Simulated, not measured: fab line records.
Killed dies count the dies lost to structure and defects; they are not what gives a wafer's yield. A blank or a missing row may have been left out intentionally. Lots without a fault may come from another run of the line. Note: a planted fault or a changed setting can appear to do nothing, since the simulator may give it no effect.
fab line records	flow n5Finfet
record lots=24	wafers=72	lastDay=18
route steps=1938 shown BEOL_M6@1251 BEOL_M7@1265
lots untouched by any fault: they come from a run of this same line in which no faults occurred
startH: start of the lot's first displayed wafer, in hours after the record's first day	waitH: how many hours have passed since the lot's step before this one	" as in the row above	L1.1+2: a row that stands for several wafers	- no value, or no start was given	* or withheld: withheld	< > ~ a bound
route shown NAME@n: a module of which the file shows steps, and the number in the route of the first	usual: the fault-free wafers' mean and standard deviation	same: alike in all rows	chamber/n: place in a boat	sites: each site's reading	_std_site: standard deviation of those values	_edge_site: mean of outer sites minus mean of inner sites	radiusMm: how far each site lies from the wafer's centre	mask NAME#n: copy n	behind: the last tool/chamber to shape the wafer	hold: what put the lot on hold/how long, in hours/how the hold closed	device: names the non-switching transistor (n, p or np)	end of line: tests of these same wafers at the route's end	for a step that has no rows: nothing shown but its recipe	killed: at the first sort, the dies lost to defects and structure; wafer yield is something else	map: dies across one wafer; x = killed, . = not, _ = none there
set.NAME: the run value of the setting; set.NAME@STEP: its run value at that earlier step	model.NAME: the simulator's own value behind a step, which no gauge read
route steps across a sampled set of lots; one table per step, one row per wafer
services: when a tool's chamber went out of use (startH, in hours from the record's first day, below 0 if earlier), for how many hours, and the reason
## steps
# step N5_BEOL_M6_ALD_77
# recipe material=TaN	targetThkA=20	tempC=275	aldPrecursorFamily=PDMAT	aldCoReactant=NH3	pressureTorr=3	carrierFlowSccm=1500	pulseTimeS=2	purgeTimeS=3	coReactantPurgeTimeS=2	coReactantPulseTimeS=3	aldCycles=40	precursorVesselTempC=75	precursorVesselPressureTorr=26.25	precursorVesselCarrierSccm=1000
# usual heaterPowerW=419/51
lot.wafer	tool	chamber	startH	waitH	heaterPowerW
L074.2	aldMetal-02	0	190.82	0.0	401
L074.3	"	1	"	"	426
L074.6	"	0	"	"	413
L075.1	aldMetal-02	3	193.73	0.1	423
L075.3	"	1	"	"	438
L075.5	"	3	"	"	426
L076.2	aldMetal-02	1	202.71	0.3	423
L076.3	"	0	"	"	418
L076.5	"	1	"	"	418
L077.3	aldMetal-02	2	208.42	0.0	469
L077.5	"	2	"	"	480
L077.6	"	1	"	"	420
L078.2	aldMetal-04	3	215.80	0.0	345
L078.4	"	1	"	"	366
L078.6	"	0	"	"	376
L080.1	aldMetal-02	1	224.15	0.0	431
L080.3	"	0	"	"	428
L080.5	"	0	"	"	417
L079.2	aldMetal-04	0	231.91	0.0	394
L079.3	"	3	"	"	348
L079.6	"	0	"	"	379
L081.1	aldMetal-03	0	232.13	0.2	372
L081.3	"	3	"	"	529
L081.6	"	0	"	"	359
L083.3	aldMetal-02	2	239.20	0.1	459
L083.4	"	0	"	"	418
L083.5	"	3	"	"	418
L082.2	aldMetal-04	1	248.20	0.1	366
L082.3	"	3	"	"	355
L082.5	"	2	"	"	352
L084.1	aldMetal-03	3	259.77	0.0	532
L084.2	"	1	"	"	399
L084.4	"	3	"	"	535
L085.2	aldMetal-02	1	263.02	0.0	432
L085.3	"	2	"	"	475
L085.5	"	0	"	"	406
L086.1	aldMetal-02	1	267.09	0.2	413
L086.4	"	1	"	"	426
L086.6	"	0	"	"	415
L087.1	aldMetal-04	1	274.67	0.0	375
L087.4	"	3	"	"	335
L087.5	"	2	"	"	371
L088.2	aldMetal-02	1	277.86	0.0	422
L088.5	"	0	"	"	414
L088.6	"	1	"	"	426
L089.4	aldMetal-03	2	281.08	0.3	435
L089.5	"	0	"	"	358
L089.6	"	3	"	"	540
L090.1	aldMetal-03	2	287.53	0.0	429
L090.2	"	0	"	"	367
L090.6	"	2	"	"	444
L091.1	aldMetal-02	3	291.16	0.1	425
L091.3	"	2	"	"	461
L091.5	"	2	"	"	468
L092.1	aldMetal-03	3	303.62	0.0	536
L092.2	"	0	"	"	353
L092.6	"	0	"	"	358
L094.1	aldMetal-04	1	307.29	0.0	370
L094.5	"	3	"	"	340
L094.6	"	2	"	"	381
L093.1	aldMetal-03	2	314.48	0.0	441
L093.4	"	3	"	"	540
L093.5	"	1	"	"	390
L095.1	aldMetal-02	1	323.91	0.0	435
L095.2	"	0	"	"	419
L095.4	"	3	"	"	422
L096.2	aldMetal-03	3	326.72	0.1	526
L096.3	"	1	"	"	395
L096.5	"	3	"	"	533
L097.1	aldMetal-03	1	338.12	0.1	400
L097.3	"	2	"	"	438
L097.5	"	3	"	"	548
# step N5_BEOL_M7_THK_MEAS_01
# recipe reads=SiCOH_lowk_of_BEOL_M7_ILD_DEP_00
# usual M7_ILD_THK=155.7/2
lot.wafer	tool	chamber	startH	waitH	M7_ILD_THK[nm]
L074.2	filmMetro-01	-	196.06	0.4	156.5
L074.3	"	-	"	"	157.2
L074.6	"	-	"	"	157.0
L075.1	filmMetro-01	-	197.92	0.4	154.2
L075.3	"	-	"	"	154.1
L075.5	"	-	"	"	157.4
L076.2	filmMetro-02	-	206.21	0.4	155.9
L076.3	"	-	"	"	156.2
L076.5	"	-	"	"	158.7
L077.3	filmMetro-01	-	214.29	0.3	154.8
L077.5	"	-	"	"	154.8
L077.6	"	-	"	"	157.8
L078.2	filmMetro-02	-	220.71	0.4	153.0
L078.4	"	-	"	"	159.7
L078.6	"	-	"	"	155.0
L080.1	filmMetro-02	-	229.34	0.4	152.7
L080.3	"	-	"	"	153.5
L080.5	"	-	"	"	155.9
L079.2	filmMetro-02	-	238.04	0.4	153.7
L079.3	"	-	"	"	154.0
L079.6	"	-	"	"	155.9
L081.1	filmMetro-01	-	239.20	0.4	154.4
L081.3	"	-	"	"	155.7
L081.6	"	-	"	"	157.2
L083.3	filmMetro-01	-	244.00	0.3	157.5
L083.4	"	-	"	"	156.2
L083.5	"	-	"	"	159.1
L082.2	filmMetro-01	-	250.85	0.4	153.8
L082.3	"	-	"	"	155.1
L082.5	"	-	"	"	155.4
L084.1	filmMetro-02	-	262.65	0.4	156.3
L084.2	"	-	"	"	154.0
L084.4	"	-	"	"	155.5
L085.2	filmMetro-02	-	267.07	0.4	153.8
L085.3	"	-	"	"	154.4
L085.5	"	-	"	"	156.5
L086.1	filmMetro-01	-	270.86	0.4	156.4
L086.4	"	-	"	"	162.1
L086.6	"	-	"	"	158.6
L087.1	filmMetro-02	-	276.93	0.4	155.5
L087.4	"	-	"	"	156.2
L087.5	"	-	"	"	157.5
L088.2	filmMetro-01	-	280.45	0.4	154.0
L088.5	"	-	"	"	157.8
L088.6	"	-	"	"	155.2
L089.4	filmMetro-01	-	284.74	0.2	158.2
L089.5	"	-	"	"	156.4
L089.6	"	-	"	"	159.3
L090.1	filmMetro-01	-	290.09	0.4	153.3
L090.2	"	-	"	"	155.0
L090.6	"	-	"	"	156.6
L091.1	filmMetro-02	-	293.36	0.4	154.8
L091.3	"	-	"	"	155.6
L091.5	"	-	"	"	157.7
L092.1	filmMetro-01	-	305.85	0.4	153.4
L092.2	"	-	"	"	154.0
L092.6	"	-	"	"	156.4
L094.1	filmMetro-01	-	310.49	0.4	153.2
L094.5	"	-	"	"	155.6
L094.6	"	-	"	"	155.7
L093.1	filmMetro-01	-	317.44	0.4	152.5
L093.4	"	-	"	"	153.4
L093.5	"	-	"	"	154.0
L095.1	filmMetro-02	-	327.92	0.8	153.1
L095.2	"	-	"	"	155.4
L095.4	"	-	"	"	158.9
L096.2	filmMetro-02	-	330.76	0.4	153.2
L096.3	"	-	"	"	154.4
L096.5	"	-	"	"	155.9
L097.1	filmMetro-01	-	342.46	0.4	155.6
L097.3	"	-	"	"	156.9
L097.5	"	-	"	"	157.7
# step N5_BEOL_M7_ETCH_62
# recipe chemistry=N2/H2	target=SOC	targetDepthA=1100	overetchA=220	maskMaterial=SiARC	tempC=40	timeS=165	ionEnergyEv=200	pressureMtorr=30	sourceW=840	biasW=150	n2FlowSccm=200	h2FlowSccm=200
# usual drypumpMotorCurrentA=5.7/0.46	oesProductAu=0.65/0.07	rfVppV=524/3	showerheadPlenumPTorr=2.55/0.1	throttleValvePct=17.89/0.27
lot.wafer	tool	chamber	startH	waitH	drypumpMotorCurrentA	oesProductAu	rfHoursCounterH	rfVppV	showerheadPlenumPTorr	throttleValvePct
L074.2	rieDiel-01	3	197.21	0.0	5.9	0.59	232	521	2.51	17.87
L074.3	"	1	"	"	6.4	0.64	165	523	2.54	18.05
L074.6	"	1	"	"	6.4	0.65	-	524	2.54	18.03
L075.1	rieDiel-04	0	200.35	0.0	5.3	0.64	177	527	2.62	17.80
L075.3	"	2	"	"	5.9	0.71	63	524	2.56	17.53
L075.5	"	2	"	"	5.9	0.71	-	526	2.56	17.51
L076.2	rieDiel-06	0	208.36	0.0	5.6	0.62	201	525	2.62	18.04
L076.3	"	2	"	"	4.8	0.77	20	527	2.71	17.62
L076.5	"	2	"	"	4.8	0.77	-	528	2.71	17.63
L077.3	rieDiel-04	0	216.46	0.0	5.3	0.63	182	527	2.62	17.80
L077.5	"	0	"	"	5.3	0.64	-	526	2.62	17.82
L077.6	"	3	"	"	6.0	0.58	-	527	2.61	17.89
L078.2	rieDiel-04	2	221.95	0.0	5.9	0.70	69	524	2.56	17.53
L078.4	"	0	"	"	5.3	0.64	184	526	2.62	17.82
L078.6	"	3	"	"	6.0	0.58	-	524	2.60	17.88
L080.1	rieDiel-06	1	231.65	0.0	5.5	0.64	143	516	2.36	17.86
L080.3	"	0	"	"	5.7	0.61	207	526	2.62	18.06
L080.5	"	3	"	"	6.2	0.60	-	521	2.49	17.94
L079.2	rieDiel-04	0	239.58	0.0	5.4	0.63	189	527	2.62	17.82
L079.3	"	1	"	"	5.4	0.59	240	526	2.62	18.48
L079.6	"	0	"	"	5.3	0.64	-	527	2.62	17.84
L081.1	rieDiel-04	2	240.48	0.0	5.9	0.70	73	522	2.56	17.54
L081.3	"	1	"	"	5.5	0.59	241	526	2.62	18.50
L081.6	"	2	"	"	5.9	0.71	-	525	2.56	17.54
L083.3	rieDiel-04	1	245.08	0.0	5.5	0.59	243	526	2.62	18.49
L083.4	"	2	"	"	5.9	0.70	75	524	2.56	17.55
L083.5	"	0	"	"	5.3	0.63	-	526	2.62	17.84
L082.2	rieDiel-06	0	253.94	0.0	5.6	0.61	214	525	2.61	18.06
L082.3	"	2	"	"	4.8	0.74	35	528	2.70	17.64
L082.5	"	1	"	"	5.6	0.64	-	519	2.36	17.87
L084.1	rieDiel-01	2	263.59	0.0	5.1	0.65	160	526	2.63	17.83
L084.2	"	0	"	"	6.2	0.59	218	518	2.39	18.15
L084.4	"	0	"	"	6.2	0.59	-	521	2.39	18.13
L085.2	rieDiel-01	0	269.96	0.1	6.2	0.59	221	521	2.39	18.13
L085.3	"	1	"	"	6.4	0.62	-	523	2.53	18.09
L085.5	"	0	"	"	6.2	0.59	-	521	2.39	18.13
L086.1	rieDiel-01	2	275.02	0.0	5.1	0.64	163	527	2.63	17.84
L086.4	"	0	"	"	6.2	0.59	-	520	2.39	18.14
L086.6	"	1	"	"	6.4	0.63	-	523	2.53	18.08
L087.1	rieDiel-06	1	279.04	0.0	5.6	0.63	157	519	2.36	17.88
L087.4	"	2	"	"	4.8	0.73	42	528	2.70	17.66
L087.5	"	1	"	"	5.6	0.64	-	518	2.36	17.89
L088.2	rieDiel-06	0	284.29	0.0	5.6	0.61	224	526	2.61	18.06
L088.5	"	3	"	"	6.1	0.77	-	522	2.49	17.53
L088.6	"	0	"	"	5.6	0.61	-	525	2.61	18.08
L089.4	rieDiel-01	1	286.98	0.0	6.4	0.62	198	523	2.53	18.10
L089.5	"	3	"	"	5.9	0.84	-	522	2.51	17.44
L089.6	"	2	"	"	5.1	0.64	-	527	2.63	17.84
L090.1	rieDiel-04	0	291.27	0.0	5.3	0.62	211	526	2.61	17.88
L090.2	"	3	"	"	6.0	0.78	8	525	2.60	17.37
L090.6	"	3	"	"	6.0	0.79	-	526	2.60	17.38
L091.1	rieDiel-06	3	295.04	0.0	6.2	0.78	13	521	2.48	17.54
L091.3	"	1	"	"	5.5	0.63	162	517	2.36	17.89
L091.5	"	1	"	"	5.5	0.63	-	518	2.36	17.89
L092.1	rieDiel-01	2	307.50	0.0	5.1	0.64	175	525	2.63	17.85
L092.2	"	3	"	"	6.0	0.82	7	522	2.50	17.45
L092.6	"	3	"	"	5.9	0.81	-	524	2.50	17.45
L094.1	rieDiel-01	0	311.26	0.0	6.2	0.58	237	519	2.39	18.17
L094.5	"	3	"	"	6.0	0.81	-	523	2.50	17.45
L094.6	"	0	"	"	6.2	0.58	-	520	2.39	18.16
L093.1	rieDiel-06	3	318.26	0.0	6.2	0.76	21	521	2.48	17.55
L093.4	"	2	"	"	4.8	0.71	56	528	2.69	17.69
L093.5	"	3	"	"	6.2	0.75	-	522	2.48	17.57
L095.1	rieDiel-01	0	330.50	0.0	6.2	0.58	243	520	2.38	18.18
L095.2	"	3	"	"	5.9	0.79	15	523	2.50	17.45
L095.4	"	1	"	"	6.4	0.61	210	524	2.53	18.11
L096.2	rieDiel-06	2	332.60	0.0	4.8	0.71	60	528	2.69	17.69
L096.3	"	3	"	"	6.1	0.75	25	522	2.48	17.57
L096.5	"	3	"	"	6.2	0.74	-	524	2.48	17.57
L097.1	rieDiel-06	2	343.13	0.0	4.8	0.72	64	529	2.69	17.71
L097.3	"	0	"	"	5.6	0.59	242	527	2.60	18.12
L097.5	"	1	"	"	5.5	0.62	-	518	2.35	17.92
# step N5_BEOL_M7_STRIP_67
# recipe chemistry=CF4	resist=SiARC	powerW=300	biasPowerW=75	pressureMtorr=50	cf4FlowSccm=150	rfFrequencyHz=6e+07
# usual drypumpMotorCurrentA=5.7/0.46	oesProductAu=0.77/0.083	rfVppV=271.2/1.8	showerheadPlenumPTorr=1.80/0.067	throttleValvePct=13.69/0.27
lot.wafer	tool	chamber	startH	waitH	drypumpMotorCurrentA	oesProductAu	rfHoursCounterH	rfVppV	showerheadPlenumPTorr	throttleValvePct
L074.2	rieDiel-01	3	197.36	0.0	5.9	0.69	232	271.1	1.78	13.64
L074.3	"	1	"	"	6.4	0.76	165	269.8	1.80	13.81
L074.6	"	1	"	"	6.4	0.76	-	270.9	1.80	13.81
L075.1	rieDiel-04	0	200.50	0.0	5.4	0.75	177	272.7	1.84	13.64
L075.3	"	2	"	"	5.9	0.85	63	271.9	1.83	13.44
L075.5	"	2	"	"	5.8	0.83	-	272.6	1.83	13.45
L076.2	rieDiel-06	0	208.51	0.0	5.6	0.72	201	272.1	1.84	13.83
L076.3	"	2	"	"	4.8	0.91	20	273.1	1.91	13.42
L076.5	"	2	"	"	4.8	0.91	-	272.3	1.91	13.41
L077.3	rieDiel-04	0	216.60	0.0	5.3	0.74	182	271.5	1.84	13.66
L077.5	"	0	"	"	5.3	0.75	-	270.7	1.84	13.65
L077.6	"	3	"	"	6.0	0.69	-	271.3	1.86	13.80
L078.2	rieDiel-04	2	222.09	0.0	5.9	0.83	69	270.7	1.83	13.46
L078.4	"	0	"	"	5.3	0.75	184	273.2	1.84	13.65
L078.6	"	3	"	"	6.0	0.68	-	273.1	1.86	13.81
L080.1	rieDiel-06	1	231.80	0.0	5.6	0.76	143	267.2	1.67	13.53
L080.3	"	0	"	"	5.6	0.73	207	271.5	1.84	13.83
L080.5	"	3	"	"	6.2	0.70	-	271.7	1.76	13.78
L079.2	rieDiel-04	0	239.73	0.0	5.3	0.74	189	272.2	1.84	13.67
L079.3	"	1	"	"	5.5	0.70	240	272.1	1.83	14.05
L079.6	"	0	"	"	5.3	0.74	-	273.3	1.84	13.67
L081.1	rieDiel-04	2	240.63	0.0	5.9	0.83	73	271.1	1.83	13.48
L081.3	"	1	"	"	5.4	0.69	241	271.5	1.83	14.04
L081.6	"	2	"	"	5.9	0.83	-	270.7	1.83	13.48
L083.3	rieDiel-04	1	245.22	0.0	5.4	0.69	243	272.0	1.83	14.07
L083.4	"	2	"	"	5.9	0.83	75	272.6	1.83	13.49
L083.5	"	0	"	"	5.3	0.74	-	272.1	1.84	13.66
L082.2	rieDiel-06	0	254.08	0.0	5.6	0.72	214	271.9	1.84	13.85
L082.3	"	2	"	"	4.8	0.88	35	273.4	1.91	13.44
L082.5	"	1	"	"	5.6	0.76	-	269.4	1.67	13.53
L084.1	rieDiel-01	2	263.74	0.0	5.1	0.76	160	271.3	1.87	13.75
L084.2	"	0	"	"	6.2	0.69	218	269.3	1.72	14.04
L084.4	"	0	"	"	6.2	0.70	-	269.3	1.72	14.05
L085.2	rieDiel-01	0	270.18	0.0	6.2	0.70	221	269.1	1.72	14.03
L085.3	"	1	"	"	6.4	0.74	-	270.0	1.79	13.87
L085.5	"	0	"	"	6.2	0.70	-	268.8	1.72	14.04
L086.1	rieDiel-01	2	275.16	0.0	5.1	0.76	163	274.2	1.87	13.76
L086.4	"	0	"	"	6.2	0.69	-	268.2	1.72	14.05
L086.6	"	1	"	"	6.4	0.73	-	272.0	1.79	13.87
L087.1	rieDiel-06	1	279.19	0.0	5.5	0.75	157	267.7	1.67	13.56
L087.4	"	2	"	"	4.8	0.87	42	272.2	1.90	13.46
L087.5	"	1	"	"	5.5	0.75	-	269.8	1.67	13.54
L088.2	rieDiel-06	0	284.44	0.0	5.6	0.71	224	272.4	1.84	13.87
L088.5	"	3	"	"	6.1	0.92	-	270.6	1.76	13.24
L088.6	"	0	"	"	5.6	0.71	-	272.2	1.84	13.88
L089.4	rieDiel-01	1	287.13	0.0	6.4	0.73	198	270.3	1.79	13.88
L089.5	"	3	"	"	5.9	0.99	-	269.9	1.77	13.10
L089.6	"	2	"	"	5.1	0.75	-	273.0	1.87	13.78
L090.1	rieDiel-04	0	291.41	0.0	5.3	0.73	211	272.4	1.84	13.72
L090.2	"	3	"	"	6.0	0.93	8	272.9	1.85	13.28
L090.6	"	3	"	"	6.0	0.92	-	272.5	1.85	13.26
L091.1	rieDiel-06	3	295.19	0.0	6.2	0.91	13	270.0	1.75	13.25
L091.3	"	1	"	"	5.6	0.75	162	267.7	1.67	13.55
L091.5	"	1	"	"	5.5	0.74	-	267.9	1.67	13.57
L092.1	rieDiel-01	2	307.65	0.0	5.1	0.74	175	270.8	1.87	13.79
L092.2	"	3	"	"	6.0	0.96	7	268.6	1.77	13.14
L092.6	"	3	"	"	5.9	0.96	-	269.4	1.77	13.15
L094.1	rieDiel-01	0	311.40	0.0	6.2	0.68	237	269.3	1.72	14.08
L094.5	"	3	"	"	5.9	0.94	-	270.2	1.77	13.13
L094.6	"	0	"	"	6.2	0.69	-	268.7	1.72	14.08
L093.1	rieDiel-06	3	318.41	0.0	6.1	0.90	21	270.1	1.75	13.26
L093.4	"	2	"	"	4.8	0.85	56	272.3	1.90	13.49
L093.5	"	3	"	"	6.1	0.89	-	271.2	1.75	13.28
L095.1	rieDiel-01	0	330.65	0.0	6.2	0.68	243	269.1	1.72	14.10
L095.2	"	3	"	"	5.9	0.94	15	271.5	1.77	13.15
L095.4	"	1	"	"	6.4	0.73	210	268.8	1.79	13.92
L096.2	rieDiel-06	2	332.74	0.0	4.8	0.84	60	272.3	1.90	13.49
L096.3	"	3	"	"	6.2	0.89	25	271.1	1.75	13.29
L096.5	"	3	"	"	6.2	0.87	-	271.6	1.75	13.28
L097.1	rieDiel-06	2	343.28	0.0	4.8	0.84	64	272.2	1.90	13.50
L097.3	"	0	"	"	5.6	0.70	242	273.4	1.83	13.91
L097.5	"	1	"	"	5.6	0.74	-	266.4	1.66	13.61
# step N5_BEOL_M7_STRIP_80
# recipe chemistry=N2/H2	timeS=10	powerW=450	tempC=40	pressureMtorr=20	rfFrequencyHz=6e+07	biasPowerW=7	n2FlowSccm=200	h2FlowSccm=200
# usual drypumpMotorCurrentA=5.7/0.48	oesProductAu=0.78/0.095	rfVppV=59.3/0.87	showerheadPlenumPTorr=2.53/0.1	throttleValvePct=23.69/0.29
lot.wafer	tool	chamber	startH	waitH	drypumpMotorCurrentA	oesProductAu	rfHoursCounterH	rfVppV	showerheadPlenumPTorr	throttleValvePct
L074.2	rieDiel-04	1	-	-	5.5	0.69	230	61.1	2.62	24.47
L074.3	"	2	"	"	5.9	0.84	63	58.6	2.56	23.25
L074.6	"	1	"	"	5.5	0.70	-	60.6	2.62	24.48
L075.1	rieDiel-04	0	-	-	5.4	0.76	177	59.1	2.62	23.57
L075.3	"	2	"	"	5.9	0.84	64	60.1	2.56	23.25
L075.5	"	2	"	"	5.9	0.84	-	60.5	2.56	23.24
L076.2	rieDiel-06	2	-	-	4.8	0.92	21	58.9	2.71	23.38
L076.3	"	0	"	"	5.6	0.73	202	59.1	2.61	23.78
L076.5	"	1	"	"	5.6	0.77	-	59.1	2.36	23.80
L077.3	rieDiel-01	2	-	-	5.1	0.76	150	59.5	2.63	23.58
L077.5	"	3	"	"	5.9	0.69	-	60.0	2.51	23.76
L077.6	"	0	"	"	6.2	0.70	-	59.0	2.40	23.96
L078.2	rieDiel-06	2	-	-	4.8	0.90	25	59.2	2.70	23.39
L078.4	"	3	"	"	6.2	0.70	244	58.1	2.49	23.75
L078.6	"	1	"	"	5.5	0.76	-	59.7	2.36	23.77
L080.1	rieDiel-06	2	-	-	4.8	0.89	29	60.2	2.70	23.40
L080.3	"	3	"	"	6.2	0.70	248	59.1	2.49	23.74
L080.5	"	2	"	"	4.8	0.89	-	59.8	2.70	23.38
L079.2	rieDiel-06	0	-	-	5.6	0.71	210	58.3	2.61	23.80
L079.3	"	2	"	"	4.8	0.88	31	59.7	2.70	23.40
L079.6	"	1	"	"	5.5	0.76	-	58.6	2.36	23.79
L081.1	rieDiel-01	2	-	-	5.1	0.74	157	59.0	2.63	23.59
L081.3	"	1	"	"	6.4	0.74	178	60.3	2.53	23.87
L081.6	"	3	"	"	5.9	0.68	-	57.6	2.51	23.77
L083.3	rieDiel-01	1	-	-	6.4	0.74	181	58.6	2.53	23.88
L083.4	"	0	"	"	6.2	0.69	-	61.1	2.39	24.00
L083.5	"	3	"	"	5.9	0.68	-	58.8	2.50	23.76
L082.2	rieDiel-04	0	-	-	5.3	0.74	195	59.3	2.61	23.60
L082.3	"	2	"	"	5.9	0.82	78	60.6	2.55	23.28
L082.5	"	2	"	"	5.9	0.82	-	60.1	2.55	23.25
L084.1	rieDiel-06	2	-	-	4.8	0.87	38	61.2	2.70	23.40
L084.2	"	1	"	"	5.5	0.75	153	60.1	2.35	23.81
L084.4	"	3	"	"	6.2	0.94	2	58.1	2.48	23.38
L085.2	rieDiel-06	0	-	-	5.6	0.72	220	60.3	2.61	23.80
L085.3	"	2	"	"	4.8	0.88	41	59.4	2.70	23.41
L085.5	"	2	"	"	4.8	0.87	-	58.5	2.70	23.40
L086.1	rieDiel-06	3	-	-	6.2	0.94	7	59.9	2.48	23.41
L086.4	"	0	"	"	5.6	0.73	222	59.3	2.61	23.82
L086.6	"	3	"	"	6.2	0.93	-	57.9	2.48	23.40
L087.1	rieDiel-06	2	-	-	4.8	0.86	44	60.0	2.69	23.42
L087.4	"	0	"	"	5.6	0.71	224	60.2	2.60	23.82
L087.5	"	3	"	"	6.1	0.93	-	59.3	2.48	23.41
L088.2	rieDiel-01	0	-	-	6.2	0.68	228	59.0	2.39	24.02
L088.5	"	3	"	"	5.9	1.02	-	58.5	2.50	23.39
L088.6	"	2	"	"	5.1	0.76	-	60.3	2.63	23.63
L089.4	rieDiel-01	1	-	-	6.4	0.72	198	59.9	2.53	23.87
L089.5	"	0	"	"	6.2	0.68	-	58.0	2.39	24.03
L089.6	"	3	"	"	5.9	1.01	-	58.0	2.50	23.38
L090.1	rieDiel-06	1	-	-	5.5	0.76	162	57.8	2.35	23.81
L090.2	"	0	"	"	5.6	0.71	226	59.0	2.60	23.82
L090.6	"	3	"	"	6.2	0.92	-	58.2	2.48	23.43
L091.1	rieDiel-04	2	-	-	5.9	0.80	92	59.4	2.55	23.27
L091.3	"	3	"	"	6.0	0.91	10	58.7	2.59	23.16
L091.5	"	0	"	"	5.4	0.72	-	60.0	2.60	23.62
L092.1	rieDiel-01	3	-	-	5.9	0.96	9	60.0	2.50	23.39
L092.2	"	2	"	"	5.1	0.73	176	59.5	2.62	23.63
L092.6	"	1	"	"	6.4	0.72	-	58.7	2.52	23.88
L094.1	rieDiel-06	1	-	-	5.6	0.74	168	58.3	2.35	23.81
L094.5	"	3	"	"	6.1	0.89	-	59.6	2.48	23.43
L094.6	"	2	"	"	4.8	0.85	-	59.1	2.69	23.43
L093.1	rieDiel-04	1	-	-	5.4	0.98	6	59.4	2.61	24.40
L093.4	"	3	"	"	6.0	0.90	17	59.0	2.59	23.15
L093.5	"	2	"	"	5.9	0.79	-	59.8	2.54	23.29
L095.1	rieDiel-01	0	-	-	6.2	0.67	243	59.4	2.38	24.02
L095.2	"	2	"	"	5.1	0.74	182	58.8	2.62	23.66
L095.4	"	3	"	"	5.9	0.95	15	59.3	2.50	23.40
L096.2	rieDiel-01	1	-	-	6.3	0.72	212	57.8	2.52	23.90
L096.3	"	0	"	"	6.2	0.66	245	59.8	2.38	24.01
L096.5	"	3	"	"	5.9	0.94	-	59.8	2.49	23.40
L097.1	rieDiel-01	2	-	-	5.1	0.73	186	59.1	2.62	23.65
L097.3	"	1	"	"	6.4	0.71	216	59.9	2.52	23.91
L097.5	"	0	"	"	6.2	0.67	-	57.8	2.38	24.04
# step N5_BEOL_M7_ANNEAL_51
# recipe tempC=225	timeS=90	ambient=N2
# usual wafer_temp_C_max=225.78/0.26
lot.wafer	tool	chamber	startH	waitH	wafer_temp_C_max
L074.2	rtpAnneal-01	0	203.96	1.4	225.56
L074.3	"	0	"	"	225.39
L074.6	"	0	"	"	225.86
L075.1	rtpAnneal-01	0	204.58	0.6	225.46
L075.3	"	0	"	"	225.76
L075.5	"	0	"	"	225.69
L076.2	rtpAnneal-01	0	216.14	3.8	225.39
L076.3	"	0	"	"	225.45
L076.5	"	0	"	"	225.50
L077.3	rtpAnneal-01	0	223.54	3.9	225.76
L077.5	"	0	"	"	225.48
L077.6	"	0	"	"	225.44
L078.2	rtpAnneal-01	0	230.06	4.2	225.63
L078.4	"	0	"	"	225.47
L078.6	"	0	"	"	225.64
L080.1	rtpAnneal-01	0	240.61	5.1	225.74
L080.3	"	0	"	"	225.60
L080.5	"	0	"	"	225.92
L079.2	rtpAnneal-02	0	244.14	0.8	225.95
L079.3	"	0	"	"	225.88
L079.6	"	0	"	"	225.76
L081.1	rtpAnneal-02	0	244.36	0.4	226.27
L081.3	"	0	"	"	226.08
L081.6	"	0	"	"	226.11
L083.3	rtpAnneal-02	0	249.84	0.7	225.86
L083.4	"	0	"	"	225.69
L083.5	"	0	"	"	225.95
L082.2	rtpAnneal-01	0	261.88	0.8	225.53
L082.3	"	0	"	"	225.38
L082.5	"	0	"	"	225.75
L084.1	rtpAnneal-02	0	269.23	0.2	226.04
L084.2	"	0	"	"	225.74
L084.4	"	0	"	"	226.03
L085.2	rtpAnneal-02	0	278.10	0.1	226.01
L085.3	"	0	"	"	226.17
L085.5	"	0	"	"	226.46
L086.1	rtpAnneal-02	0	280.34	0.4	225.80
L086.4	"	0	"	"	225.92
L086.6	"	0	"	"	225.99
L087.1	rtpAnneal-01	0	286.56	0.1	225.66
L087.4	"	0	"	"	225.83
L087.5	"	0	"	"	225.69
L088.2	rtpAnneal-02	0	287.82	0.3	225.72
L088.5	"	0	"	"	226.23
L088.6	"	0	"	"	225.89
L089.4	rtpAnneal-02	0	290.98	0.2	225.84
L089.5	"	0	"	"	226.17
L089.6	"	0	"	"	225.85
L090.1	rtpAnneal-02	0	298.35	0.6	225.83
L090.2	"	0	"	"	225.72
L090.6	"	0	"	"	225.72
L091.1	rtpAnneal-01	0	298.99	0.5	225.77
L091.3	"	0	"	"	225.36
L091.5	"	0	"	"	225.53
L092.1	rtpAnneal-02	0	313.56	0.6	225.60
L092.2	"	0	"	"	225.84
L092.6	"	0	"	"	225.60
L094.1	rtpAnneal-01	0	316.18	0.8	225.46
L094.5	"	0	"	"	225.72
L094.6	"	0	"	"	225.60
L093.1	rtpAnneal-02	0	322.98	0.1	225.80
L093.4	"	0	"	"	225.89
L093.5	"	0	"	"	226.02
L095.1	rtpAnneal-01	0	335.37	0.1	225.49
L095.2	"	0	"	"	225.28
L095.4	"	0	"	"	225.31
L096.2	rtpAnneal-02	0	338.19	0.3	226.01
L096.3	"	0	"	"	225.54
L096.5	"	0	"	"	225.83
L097.1	rtpAnneal-02	0	348.94	0.1	225.71
L097.3	"	0	"	"	225.73
L097.5	"	0	"	"	225.62
## services
tool	chamber	startH	hours	kind
rtpAnneal-02	-	172.88	68.0	pm
aldMetal-02	-	175.46	0.9	repair
aldMetal-02	2	181.98	17.3	repair
aldMetal-02	3	201.15	10.5	repair
rieDiel-06	3	242.81	-	clean
rieDiel-06	3	242.81	-	consumableReplace:focusRing
rieDiel-06	3	242.81	17.0	scheduledDown
rieDiel-06	3	242.81	17.0	ventCycle
rieDiel-01	2	244.51	16.5	repair
aldMetal-03	0	251.90	14.5	repair
aldMetal-04	0	254.51	5.5	repair
rieDiel-01	3	261.45	-	clean
rieDiel-01	3	261.45	-	consumableReplace:focusRing
aldMetal-02	3	261.79	27.9	repair
aldMetal-02	2	266.08	12.8	repair
rieDiel-06	0	287.07	4.0	repair
rieDiel-01	1	288.75	1.8	repair
aldMetal-04	1	311.38	5.0	repair
aldMetal-04	0	316.13	2.1	repair
rieDiel-01	2	333.70	4.4	repair
rtpAnneal-01	-	337.16	3.7	pm
aldMetal-04	-	337.25	14.0	pm
aldMetal-03	1	339.64	8.8	repair
rieDiel-01	3	341.29	5.2	repair
## key
fault none
